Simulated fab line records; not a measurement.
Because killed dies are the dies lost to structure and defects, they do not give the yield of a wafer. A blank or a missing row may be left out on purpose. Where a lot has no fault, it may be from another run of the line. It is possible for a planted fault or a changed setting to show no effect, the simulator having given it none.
Struck lot and sound lot, side by side ; flow n5-finfet ; 15 steps out of a route of 1938
Sound: the wafers L495.1, L495.2, L495.3. Struck: wafer L507.5 (L507.4, L507.6, from the same lot, were not struck and are left out); the cause is given at the end.
For every step that has rows: the tool of each side, followed by ch and its chambers, followed by its first start. Under that, the readings that differ: sound wafers ; struck wafers ; difference of the means ; sigmas: that difference in standard deviations of wafers without a fault.
alike: readings with means less than 2 such deviations apart, plus words and numbers identical on both sides. not compared: withheld readings, readings lacking a value on some wafer, bounds such as >300 that could conceal the same value, and numbers that have no deviation in the record and whose values overlap.
The two part at a step that has a row with sigmas, a row that says differs or no value, or rows on one side only. When numbers do not overlap yet have no deviation, they are printed without sigmas and do not part them. A reading missing from all wafers of one side parts the sides only when that side holds two or more wafers.

first, 1 step without rows for these wafers: N5_BEOL_M3_DEVELOP_27 (develop time 30 s).
N5_BEOL_M3_CD_MEAS_28: target cd 25.7 nm, target cd y 23.3 nm.
  sound on cd-sem-03 ch 0, day 7 16:27; struck on cd-sem-03 ch 0, day 10 07:10
  alike: cd-nm
N5_BEOL_M3_OVL_MEAS_29:
  sound on overlay-01 ch 0, day 7 16:29; struck on overlay-02 ch 0, day 10 07:13
  alike: V2_OVL
N5_BEOL_M3_INSPECT_30: inspects for defects (brightfield).
  struck on defect-inspect-01, day 10 07:15; sound on defect-inspect-02, day 7 16:32
  alike: raw-defect-count
then, 1 step without rows for these wafers: N5_BEOL_M3_DESCUM_33 (chemistry O2, time 7 s).
N5_BEOL_M3_ETCH_77: etches underlayer in N2/H2, target depth 6.5 nm, time 5.2 s.
  sound on rie-diel-06 ch 0,1,2, day 7 16:37; struck on rie-diel-05 ch 3, day 10 07:22
  alike: bias-w, drypump-motor-current-A, etch-rf-on-time-s, oes-product-au, rf-vpp-V, showerhead-plenum-p-Torr, throttle-valve-pct
  not compared: rf-hours-counter-h
N5_BEOL_M3_ETCH_69: etches SiARC in CF4, target depth 15.6 nm, time 26 s.
  sound on rie-diel-06 ch 0,1,2, day 7 16:38; struck on rie-diel-05 ch 3, day 10 07:25
  alike: bias-w, drypump-motor-current-A, etch-rf-on-time-s, oes-product-au, rf-vpp-V, showerhead-plenum-p-Torr, throttle-valve-pct
  not compared: rf-hours-counter-h
N5_BEOL_M3_ALD_98: deposits SiO2, target thk 2.5 nm, pulse time 1 s, co reactant pulse time 1 s.
  sound on ald-sin-03 ch 1,2,3, day 7 16:43; struck on ald-sin-04 ch 2, day 10 07:28
  alike: heater-power-w, precursor-pulse-height-rel
N5_BEOL_M3_ETCHBACK_99: etches SiO2 in CHF3, target depth 5 nm, time 10.4 s.
  sound on rie-diel-03 ch 0,1,3, day 7 20:37; struck on rie-diel-03 ch 1, day 10 13:35
  alike: CHF3_flow_sccm, bias-w, drypump-motor-current-A, oes_ar_750_au, oes-product-au, rf-vpp-V, showerhead-plenum-p-Torr, throttle-valve-pct
  not compared: rf-hours-counter-h
N5_BEOL_M3_ETCH_70: etches SOC in N2/H2, target depth 80 nm, overetch 16 nm, time 120 s.
  sound on rie-diel-03 ch 0,1,3, day 7 20:39; struck on rie-diel-03 ch 1, day 10 13:39
  alike: bias-w, drypump-motor-current-A, oes-product-au, rf-vpp-V, showerhead-plenum-p-Torr, throttle-valve-pct
  not compared: rf-hours-counter-h
then, 2 steps without rows for these wafers: N5_BEOL_M3_STRIP_71 (strips in N2/H2); N5_BEOL_M3_STRIP_78 (strips in N2/H2).
N5_BEOL_M3_VIA_ETCH_34: etches the open film in C4F6/O2, target depth 69.4 nm, time 65.9 s.
  sound on rie-diel-03 ch 0,1,3, day 7 20:45; struck on rie-diel-03 ch 1, day 10 13:44
reading;sound;struck;difference;sigmas
model.etch.depth-nm (nm);68.97 66.66 67.54;101.7;+34.0;
model.SOC_of_BEOL_M3_COAT_67.thk-nm (nm);51.8 52.2 51.8;48.2;-3.7;
  alike: bias-w, drypump-motor-current-A, oes_ar_750_au, oes-product-au, rf-vpp-V, showerhead-plenum-p-Torr, throttle-valve-pct
  not compared: rf-hours-counter-h
then, 1 step without rows for these wafers: N5_BEOL_M3_STRIP_83 (strips in C4F6/O2).
N5_BEOL_M4_RC_MEAS_101:
  sound on prober-02 ch 0, day 8 11:58; struck on prober-01 ch 0, day 11 03:47
  alike: DIBL_N, DIBL_P, IOFF_N, IOFF_P, ION_N, ION_P, SS_N, SS_P, VT_N, VT_P

## WHERE THEY PART
Nowhere in this record.

WHY: the cause the simulator had injected
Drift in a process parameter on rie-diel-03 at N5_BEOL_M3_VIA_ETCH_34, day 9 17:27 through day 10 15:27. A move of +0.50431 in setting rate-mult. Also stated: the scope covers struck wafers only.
